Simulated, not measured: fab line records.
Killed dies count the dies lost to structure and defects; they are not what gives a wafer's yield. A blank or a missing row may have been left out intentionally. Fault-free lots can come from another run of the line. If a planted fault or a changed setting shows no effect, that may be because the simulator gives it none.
Matching of chambers ; flow nand harc ; NHARC_P_CONTACT_DEP_30 on pecvd-04 has 3 sister chambers
The step deposits SiNx, target thk 30 nm. 3 wafers are shown with their chamber, then 11 later ones without.

## WAFERS PAIRED WITH THEIR CHAMBERS
wafer;chamber;heater power w (W)
L087.1;0;600
L087.2;1;543
L090.1;2;719

## WAFERS MISSING THEIR CHAMBER
wafer;heater power w (W)
L090.2;597
L090.3;668
L095.1;639
L095.3;575
L095.4;658
L097.1;569
L097.2;799
L097.5;569
L097.3;659
L097.4;769
L097.6;666

## THE CHAMBER EACH PASSED THROUGH
wafer;from the rows above;in truth
L090.2;can't be placed: 0 or 1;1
L090.3;can't be placed: 2 or 0 or 1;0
L095.1;can't be placed: 0 or 2 or 1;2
L095.3;can't be placed: 0 or 1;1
L095.4;can't be placed: 0 or 2 or 1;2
L097.1;can't be placed: 1 or 0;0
L097.2;2;2
L097.5;can't be placed: 1 or 0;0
L097.3;can't be placed: 0 or 2 or 1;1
L097.4;2;2
L097.6;can't be placed: 2 or 0 or 1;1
Correct placement for 2 of the 11. Can't be placed from these rows: 9 (the true chamber is among the candidates in 9). Wrongly placed: 0.
How it was worked out, from the rows above alone: a wafer's distance from a chamber is the root of the sum, over the readings, of the square of ((its reading less the chamber's mean) divided by the reading's scatter). If the next closest chamber is less than 2 further off than the closest, the wafer can't be placed; otherwise it belongs to the closest. The mean given for a chamber averages the wafers shown for that chamber. The scatter: with one shown wafer a chamber, the root of the mean of the squares of how far each hidden wafer lies from its nearest shown one.
